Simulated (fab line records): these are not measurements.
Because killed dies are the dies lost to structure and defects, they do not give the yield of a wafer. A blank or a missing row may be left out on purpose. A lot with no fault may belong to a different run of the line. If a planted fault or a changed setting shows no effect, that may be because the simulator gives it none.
fab line records	flow nandHarc	part 1 of 2: steps 1 to 4 of 6
record: lots: 20	wafers: 60	lastDay: 25
route steps=1159 shown A_CHANNEL_HOLE_D1@470 A_CHANNEL_FILL_D1@500 A_STAIRCASE@531
lots untouched by any fault: they come from a run of this same line in which no faults occurred
startH: hours from the record's opening day to when the first of the lot's shown wafers began	waitH: how many hours have passed since the lot's step before this one	" same as the row above	L1.1+2: a single row standing in for several wafers	- either no value or no given start	* or withheld: withheld	< > ~ a bound
route shown NAME@n: names a module that has steps shown in the file, with the first one's number in the route	usual: mean/standard deviation taken from wafers without a fault	same: alike in all rows	chamber/n: place in a boat	sites: readings site by site	_std_site: how widely they spread, as a standard deviation	_edge_site: inner sites' mean taken away from outer sites' mean	radiusMm: how far each site lies from the wafer's centre	mask NAME#n: copy n	behind: the tool/chamber that last shaped the wafer	hold: why the lot went on hold/how many hours it stayed there/how the hold came to an end	device: which transistor (n, p or np) failed to switch	end of line: the same wafers' tests at the end of the route	for a step that has no rows: nothing shown but its recipe	killed: not the wafer's yield, but the dies lost to structure and defects at the first sort	map: per-die view of a wafer (x killed, . not killed, _ where there is no die)
set.NAME: setting as actually run; set.NAME@STEP: the setting as run at that earlier step	model.NAME: the simulator's own value behind a step, which no gauge read
a sample of lots followed through the steps of the route, with each step as a table and each wafer as a row
services: a tool's chamber out of use, with start hour (startH, from the record's first day; less than 0 if before it), hours out, and reason
== steps ==
step: NHARC_A_CHANNEL_HOLE_D1_CD_MEAS_18
usual: cdNm: 99.5/2.4
lot.wafer	tool	chamber	startH	waitH	cdNm
L075.2	cdSem-01	-	172.56	-	98.9
L075.3	"	-	"	"	99.4
L075.4	"	-	"	"	98.5
L074.1	cdSem-03	-	172.84	-	103.1
L074.5	"	-	"	"	103.9
L074.6	"	-	"	"	100.9
L076.3	cdSem-01	-	190.38	-	94.5
L076.4	"	-	"	"	100.3
L076.5	"	-	"	"	95.2
L077.3	cdSem-02	-	190.61	-	100.4
L077.4	"	-	"	"	96.3
L077.6	"	-	"	"	100.5
L079.4	cdSem-01	-	203.32	-	102.1
L079.5	"	-	"	"	96.1
L079.6	"	-	"	"	101.5
L078.2	cdSem-01	-	204.14	-	100.6
L078.5	"	-	"	"	98.3
L078.6	"	-	"	"	100.5
L080.2	cdSem-02	-	209.48	-	99.1
L080.5	"	-	"	"	99.2
L080.6	"	-	"	"	102.3
L082.2	cdSem-02	-	227.88	-	101.0
L082.5	"	-	"	"	101.5
L082.6	"	-	"	"	98.7
L085.2	cdSem-02	-	251.61	-	99.8
L085.3	"	-	"	"	101.1
L085.5	"	-	"	"	101.0
L086.1	cdSem-03	-	252.02	-	100.6
L086.2	"	-	"	"	98.3
L086.3	"	-	"	"	100.9
L088.1	cdSem-02	-	260.70	-	98.1
L088.5	"	-	"	"	97.8
L088.6	"	-	"	"	99.0
L087.1	cdSem-02	-	261.13	-	106.5
L087.4	"	-	"	"	99.1
L087.5	"	-	"	"	105.2
L090.3	cdSem-01	-	273.33	-	98.2
L090.5	"	-	"	"	98.5
L090.6	"	-	"	"	94.7
L089.1	cdSem-03	-	273.53	-	97.5
L089.2	"	-	"	"	100.6
L089.5	"	-	"	"	102.3
L091.1	cdSem-03	-	278.10	-	100.3
L091.4	"	-	"	"	96.9
L091.6	"	-	"	"	98.3
L092.2	cdSem-01	-	278.37	-	100.0
L092.3	"	-	"	"	104.1
L092.6	"	-	"	"	100.1
L093.3	cdSem-01	-	286.84	-	96.6
L093.4	"	-	"	"	98.6
L093.6	"	-	"	"	97.6
L096.1	cdSem-01	-	305.97	-	101.2
L096.2	"	-	"	"	99.9
L096.5	"	-	"	"	99.2
L095.2	cdSem-01	-	306.75	-	100.7
L095.4	"	-	"	"	102.8
L095.5	"	-	"	"	102.1
L097.2	cdSem-01	-	314.30	-	101.5
L097.3	"	-	"	"	101.3
L097.5	"	-	"	"	99.0
step: NHARC_A_CHANNEL_FILL_D1_ETCHBACK_20
recipe: targetDepthA: 270	timeS: 13.5	c4f8FlowSccm: withheld	o2FlowSccm: 8	arFlowSccm: withheld	rfW: 600	biasW: 1500	chemistry: C4F8/O2/Ar
usual: oesProductAu: 0.97/0.036	rfFwdPowerW: 586.8/2.9	rfVppV: 981/4.9
lot.wafer	tool	chamber	startH	waitH	oesProductAu	rfFwdPowerW	rfHoursCounterH	rfVppV
L075.2	rieDiel-10	0	205.54	-	1.01	584.6	4	987
L075.4	"	0	"	"	1.01	586.5	-	987
L075.3	"	2	"	"	0.99	590.0	-	986
L074.1	rieDiel-01	0	205.55	-	1.00	585.5	1	975
L074.5	"	3	"	"	0.99	584.7	-	977
L074.6	"	0	"	"	0.98	587.9	-	977
L077.3	rieDiel-01	3	222.28	-	0.97	585.8	2	976
L077.4	"	2	"	"	0.96	593.1	2	988
L077.6	"	3	"	"	0.98	582.7	-	977
L076.3	rieDiel-13	2	222.31	-	1.00	582.6	4	982
L076.4	"	3	"	"	1.01	584.5	3	988
L076.5	"	1	"	"	1.01	591.6	-	983
L078.2	rieDiel-01	2	233.50	-	0.99	592.6	2	985
L078.5	"	1	"	"	1.00	586.3	-	980
L078.6	"	2	"	"	0.99	590.6	-	987
L079.5	rieDiel-13	2	233.53	-	0.93	586.8	-	981
L079.6	"	3	"	"	0.94	584.1	-	988
L079.4	"	0	"	"	0.94	587.4	-	980
L080.2	rieDiel-13	1	239.58	-	0.94	587.8	4	983
L080.5	"	2	"	"	0.93	585.9	-	981
L080.6	"	3	"	"	0.93	586.8	-	987
L082.2	rieDiel-13	0	257.25	-	0.93	590.6	5	979
L082.6	"	0	"	"	0.92	591.5	-	979
L082.5	"	1	"	"	0.92	587.2	-	983
L086.2	rieDiel-10	0	281.70	-	0.94	582.3	21	988
L086.3	"	1	"	"	0.99	582.6	18	969
L086.1	"	2	"	"	0.91	588.9	23	985
L085.2	rieDiel-01	0	281.71	-	0.93	582.0	3	975
L085.3	"	2	"	"	0.91	590.7	4	986
L085.5	"	3	"	"	0.92	583.0	-	977
L087.1	rieDiel-01	3	290.84	-	0.91	586.3	4	978
L087.4	"	0	"	"	0.91	580.4	-	974
L087.5	"	1	"	"	0.92	582.7	-	979
L088.1	rieDiel-13	2	290.86	-	1.00	586.9	0	982
L088.6	"	0	"	"	1.02	594.1	-	979
L088.5	"	1	"	"	1.00	590.7	-	983
L090.3	rieDiel-01	1	303.55	-	1.01	582.3	4	981
L090.5	"	3	"	"	0.98	585.8	-	977
L090.6	"	0	"	"	1.00	585.0	-	975
L089.2	rieDiel-13	0	303.57	-	1.01	588.7	1	979
L089.1	"	1	"	"	1.00	587.6	1	984
L089.5	"	2	"	"	0.99	587.0	-	981
L092.3	rieDiel-13	2	310.84	-	0.93	584.6	1	981
L092.2	"	0	"	"	0.95	589.6	1	979
L092.6	"	3	"	"	0.95	586.8	-	986
L091.1	rieDiel-01	3	310.84	-	0.99	586.1	4	975
L091.4	"	0	"	"	0.99	585.6	4	974
L091.6	"	3	"	"	0.98	585.0	-	978
L093.3	rieDiel-13	2	317.39	-	0.98	584.3	1	982
L093.4	"	0	"	"	1.00	591.7	1	979
L093.6	"	2	"	"	0.99	587.1	-	982
L096.1	rieDiel-01	2	338.22	-	1.00	592.2	0	988
L096.2	"	0	"	"	1.00	582.3	0	975
L096.5	"	2	"	"	1.00	590.9	-	987
L095.4	rieDiel-10	2	338.24	-	0.93	586.7	35	985
L095.2	"	3	"	"	0.91	590.4	30	979
L095.5	"	2	"	"	0.93	587.7	-	984
L097.2	rieDiel-01	2	351.94	-	0.95	589.4	1	988
L097.3	"	3	"	"	0.97	585.9	1	978
L097.5	"	0	"	"	0.98	589.6	-	974
step: NHARC_A_CHANNEL_FILL_D1_STRIP_29
recipe: timeS: 20	o2FlowSccm: 500	arFlowSccm: 0	biasW: 0	chemistry: O2
usual: drypumpMotorCurrentA: 5.8/0.33	o2FlowSccm: 500.1/1.5	oesProductAu: 1.003/0.013	rfVppV: 57.9/0.85	showerheadPlenumPTorr: 3.62/0.11	throttleValvePct: 17.037/0.0094
lot.wafer	tool	chamber	startH	waitH	drypumpMotorCurrentA	o2FlowSccm	oesProductAu	rfHoursCounterH	rfVppV	showerheadPlenumPTorr	throttleValvePct
L075.3	rieDiel-13	3	-	-	5.6	498.4	1.001	4	58.6	3.76	17.053
L075.2	"	1	"	"	6.2	499.9	1.001	4	56.7	3.65	17.039
L075.4	"	2	"	"	5.5	498.5	1.005	4	57.9	3.60	17.019
L074.1	rieDiel-01	3	-	-	6.2	498.6	0.993	2	56.5	3.49	17.028
L074.6	"	2	"	"	5.4	499.2	0.992	-	57.4	3.76	17.033
L074.5	"	3	"	"	6.1	498.1	0.985	-	57.8	3.49	17.038
L077.3	rieDiel-01	1	-	-	6.1	499.6	1.006	3	58.7	3.57	17.020
L077.4	"	3	"	"	6.2	498.6	0.982	3	56.6	3.49	17.045
L077.6	"	2	"	"	5.4	499.3	0.996	-	56.6	3.76	17.043
L076.4	rieDiel-13	3	-	-	5.7	499.6	1.002	5	57.2	3.76	17.019
L076.3	"	1	"	"	6.2	501.0	1.014	4	57.1	3.65	17.023
L076.5	"	2	"	"	5.5	498.6	1.008	-	58.3	3.60	17.040
L078.2	rieDiel-01	0	-	-	5.4	499.5	0.988	3	56.7	3.45	17.031
L078.5	"	2	"	"	5.4	500.3	0.997	-	58.5	3.76	17.022
L078.6	"	3	"	"	6.2	503.3	0.991	-	56.6	3.49	17.042
L079.4	rieDiel-13	0	-	-	5.7	499.4	1.020	5	57.2	3.56	17.039
L079.5	"	0	"	"	5.7	502.0	1.009	-	57.6	3.56	17.035
L079.6	"	1	"	"	6.2	502.6	1.004	-	58.2	3.65	17.055
L080.2	rieDiel-13	2	-	-	5.5	498.4	0.992	5	57.9	3.60	17.032
L080.5	"	0	"	"	5.7	502.9	1.007	-	58.6	3.56	17.045
L080.6	"	1	"	"	6.2	499.0	1.001	-	58.1	3.65	17.040
L082.2	rieDiel-01	3	274.72	0.1	6.2	499.6	0.992	3	56.8	3.49	17.053
L082.5	"	3	"	"	6.2	498.5	0.991	-	57.7	3.49	17.033
L082.6	"	1	"	"	6.1	500.7	1.020	-	58.2	3.57	17.037
L086.2	rieDiel-01	2	-	-	5.4	498.8	0.985	4	58.9	3.76	17.026
L086.1	"	0	"	"	5.4	500.7	0.991	4	57.3	3.44	17.037
L086.3	"	1	"	"	6.1	500.4	1.022	4	58.3	3.57	17.015
L085.3	rieDiel-13	0	-	-	5.7	501.3	1.016	1	57.5	3.56	17.039
L085.2	"	2	"	"	5.5	500.8	1.001	1	57.4	3.60	17.040
L085.5	"	3	"	"	5.7	499.8	1.015	-	58.4	3.76	17.045
L088.1	rieDiel-01	0	-	-	5.4	497.1	0.988	4	57.1	3.45	17.035
L088.5	"	2	"	"	5.4	500.1	0.993	-	59.2	3.76	17.045
L088.6	"	3	"	"	6.2	502.0	0.981	-	57.4	3.49	17.028
L087.4	rieDiel-13	3	-	-	5.6	500.1	1.021	1	58.4	3.76	17.044
L087.1	"	2	"	"	5.5	500.4	1.006	1	57.3	3.60	17.012
L087.5	"	0	"	"	5.7	499.2	1.016	-	58.5	3.56	17.030
L089.1	rieDiel-10	0	321.16	0.1	5.7	499.3	1.008	28	57.7	3.75	17.047
L089.2	"	3	"	"	5.5	500.4	1.000	26	58.0	3.56	17.021
L089.5	"	3	"	"	5.5	496.5	1.004	-	57.6	3.56	17.032
L090.3	rieDiel-13	2	-	-	5.5	500.0	0.994	1	58.9	3.60	17.034
L090.6	"	3	"	"	5.6	497.8	1.022	-	58.4	3.76	17.039
L090.5	"	0	"	"	5.7	501.7	1.022	-	58.5	3.56	17.027
L091.4	rieDiel-13	1	-	-	6.2	498.7	1.010	2	59.3	3.65	17.035
L091.1	"	3	"	"	5.7	499.4	1.026	2	58.4	3.76	17.027
L091.6	"	0	"	"	5.7	501.1	1.025	-	57.4	3.56	17.044
L092.2	rieDiel-01	2	-	-	5.4	499.1	0.993	0	58.3	3.76	17.034
L092.3	"	0	"	"	5.4	501.5	0.992	0	57.1	3.44	17.026
L092.6	"	3	"	"	6.2	499.1	0.971	-	57.9	3.49	17.034
L093.4	rieDiel-01	1	-	-	6.1	498.4	1.001	0	58.7	3.56	17.028
L093.3	"	0	"	"	5.4	499.2	1.002	0	55.3	3.44	17.034
L093.6	"	2	"	"	5.4	498.5	1.011	-	58.7	3.76	17.040
L095.2	rieDiel-13	1	-	-	6.2	499.5	0.992	3	59.8	3.65	17.036
L095.4	"	2	"	"	5.5	497.7	0.991	3	59.1	3.60	17.043
L095.5	"	0	"	"	5.7	499.6	1.006	-	58.5	3.56	17.037
L096.1	rieDiel-13	3	-	-	5.6	500.9	1.019	3	58.0	3.75	17.022
L096.2	"	0	"	"	5.7	500.3	1.017	3	57.6	3.56	17.044
L096.5	"	1	"	"	6.2	500.6	1.006	-	58.9	3.65	17.039
L097.2	rieDiel-01	1	-	-	6.1	501.2	0.990	1	56.8	3.56	17.032
L097.3	"	2	"	"	5.4	500.0	1.002	1	59.9	3.76	17.023
L097.5	"	2	"	"	5.4	500.4	0.992	-	57.7	3.76	17.024
step: NHARC_A_STAIRCASE_ETCH_169
recipe: targetDepthA: 500	timeS: 107.1	ionEnergyEv: 120	ch3fFlowSccm: 50	o2FlowSccm: 30	arFlowSccm: 200	rfW: 500	biasW: 100	chemistry: CH3F/O2
usual: drypumpMotorCurrentA: 5.66/0.3	o2FlowSccm: 30.01/0.079	oesProductAu: 0.942/0.021	rfFwdPowerW: 497.6/1.6	rfVppV: 244.2/2	showerheadPlenumPTorr: 2.45/0.13	throttleValvePct: 20.663/0.0091
lot.wafer	tool	chamber	startH	waitH	drypumpMotorCurrentA	o2FlowSccm	oesProductAu	rfFwdPowerW	rfHoursCounterH	rfVppV	showerheadPlenumPTorr	throttleValvePct
L075.2	rieDiel-03	0	230.46	0.1	5.23	30.05	0.967	496.2	3	244.3	2.38	20.663
L075.3	"	1	"	"	5.70	29.99	0.969	501.1	4	242.7	2.30	20.650
L075.4	"	2	"	"	5.30	30.02	0.943	498.4	4	246.8	2.66	20.673
L074.1	rieDiel-02	3	230.76	0.1	5.55	30.00	0.955	497.2	28	243.7	2.33	20.662
L074.5	"	2	"	"	5.88	30.05	0.945	497.8	-	247.2	2.65	20.665
L074.6	"	3	"	"	5.56	29.98	0.951	496.3	-	242.3	2.33	20.676
L077.3	rieDiel-09	3	247.39	0.1	6.19	29.97	0.935	495.9	61	247.2	2.64	20.661
L077.4	"	0	"	"	5.56	30.04	0.927	496.5	61	241.7	2.34	20.669
L077.6	"	0	"	"	5.56	29.96	0.917	495.3	-	243.9	2.34	20.668
L076.4	rieDiel-02	0	250.39	0.2	5.79	30.05	0.953	500.9	34	244.4	2.47	20.664
L076.3	"	2	"	"	5.84	29.82	0.948	498.4	35	246.5	2.65	20.651
L076.5	"	0	"	"	5.80	29.96	0.961	498.3	-	244.7	2.47	20.656
L079.4	rieDiel-03	1	258.44	0.1	5.72	29.96	0.954	498.7	13	241.4	2.29	20.646
L079.6	"	0	"	"	5.25	30.05	0.960	501.3	-	243.7	2.37	20.648
L079.5	"	1	"	"	5.71	29.89	0.956	497.9	-	242.1	2.29	20.657
L078.2	rieDiel-03	0	258.82	0.2	5.25	29.96	0.952	497.1	13	243.1	2.37	20.661
L078.5	"	2	"	"	5.32	30.05	0.968	497.2	-	246.9	2.66	20.658
L078.6	"	3	"	"	6.22	29.94	0.938	495.6	-	242.3	2.31	20.649
L080.2	rieDiel-02	1	264.57	0.1	5.64	30.01	0.920	497.7	41	243.8	2.48	20.671
L080.6	"	1	"	"	5.59	30.12	0.907	498.9	-	244.4	2.48	20.654
L080.5	"	2	"	"	5.89	30.09	0.921	499.1	-	246.2	2.64	20.657
L082.2	rieDiel-02	0	282.58	0.3	5.81	29.92	0.929	497.5	46	245.4	2.46	20.670
L082.5	"	0	"	"	5.78	30.01	0.927	499.7	-	245.2	2.46	20.660
L082.6	"	1	"	"	5.60	30.17	0.912	498.9	-	245.0	2.48	20.664
L085.2	rieDiel-03	2	309.43	0.1	5.32	29.91	0.966	499.3	31	246.4	2.65	20.658
L085.3	"	1	"	"	5.72	30.07	0.975	499.6	30	240.9	2.29	20.642
L085.5	"	3	"	"	6.25	30.08	0.963	493.9	-	242.6	2.31	20.653
L086.2	rieDiel-02	0	309.60	0.1	5.81	30.06	0.931	500.0	53	244.6	2.46	20.648
L086.1	"	1	"	"	5.57	30.02	0.908	498.7	56	244.2	2.47	20.682
L086.3	"	2	"	"	5.89	29.98	0.908	497.8	53	246.8	2.64	20.670
L088.1	rieDiel-02	3	316.18	0.4	5.55	30.14	0.919	496.4	54	242.1	2.32	20.684
L088.5	"	1	"	"	5.56	29.98	0.906	497.7	-	245.2	2.47	20.670
L088.6	"	2	"	"	5.90	30.06	0.913	500.7	-	247.0	2.64	20.654
L087.1	rieDiel-02	0	316.42	0.2	5.81	30.01	0.935	498.6	54	244.8	2.46	20.668
L087.4	"	2	"	"	5.89	30.10	0.911	499.4	56	246.1	2.64	20.669
L087.5	"	0	"	"	5.80	29.99	0.944	498.3	-	243.2	2.46	20.664
L089.2	rieDiel-09	0	329.93	0.2	5.56	30.01	0.963	498.4	28	242.1	2.33	20.662
L089.1	"	1	"	"	5.20	29.98	0.928	497.9	23	245.1	2.57	20.648
L089.5	"	0	"	"	5.57	30.02	0.968	498.9	-	241.7	2.33	20.668
L090.3	rieDiel-03	2	330.01	0.2	5.29	29.97	0.937	496.7	40	246.8	2.64	20.650
L090.5	"	3	"	"	6.24	30.05	0.942	495.9	-	242.6	2.30	20.663
L090.6	"	0	"	"	5.27	30.05	0.954	497.4	-	243.5	2.36	20.677
L091.4	rieDiel-03	1	337.21	0.1	5.71	29.93	0.949	496.6	42	241.8	2.28	20.661
L091.1	"	2	"	"	5.31	30.01	0.947	497.9	43	247.2	2.64	20.657
L091.6	"	3	"	"	6.21	30.04	0.970	495.5	-	243.1	2.30	20.655
L092.2	rieDiel-02	3	337.30	0.1	5.55	30.11	0.945	498.2	0	242.8	2.32	20.662
L092.3	"	0	"	"	5.82	29.90	0.981	495.8	0	245.0	2.46	20.669
L092.6	"	0	"	"	5.82	29.84	0.980	497.0	-	244.9	2.46	20.667
L093.4	rieDiel-02	1	343.00	0.1	5.56	30.11	0.922	497.0	2	243.5	2.47	20.677
L093.3	"	2	"	"	5.86	29.98	0.934	498.1	2	246.5	2.63	20.660
L093.6	"	0	"	"	5.79	29.94	0.973	498.3	-	244.1	2.46	20.658
L095.2	rieDiel-09	0	363.66	0.1	5.55	30.03	0.948	497.6	41	241.9	2.32	20.664
L095.4	"	1	"	"	5.21	30.03	0.940	497.8	37	245.6	2.56	20.666
L095.5	"	1	"	"	5.20	29.98	0.947	497.8	-	244.1	2.56	20.650
L096.1	rieDiel-03	1	366.76	0.1	5.73	30.06	0.965	497.2	53	243.1	2.28	20.668
L096.2	"	2	"	"	5.27	29.92	0.956	497.1	55	246.9	2.64	20.672
L096.5	"	1	"	"	5.68	29.94	0.960	498.0	-	241.6	2.28	20.680
L097.2	rieDiel-03	0	378.53	0.1	5.25	29.97	0.942	496.9	57	243.4	2.36	20.673
L097.3	"	2	"	"	5.31	30.13	0.928	501.7	57	247.2	2.64	20.665
L097.5	"	0	"	"	5.23	30.05	0.940	497.9	-	242.3	2.36	20.665
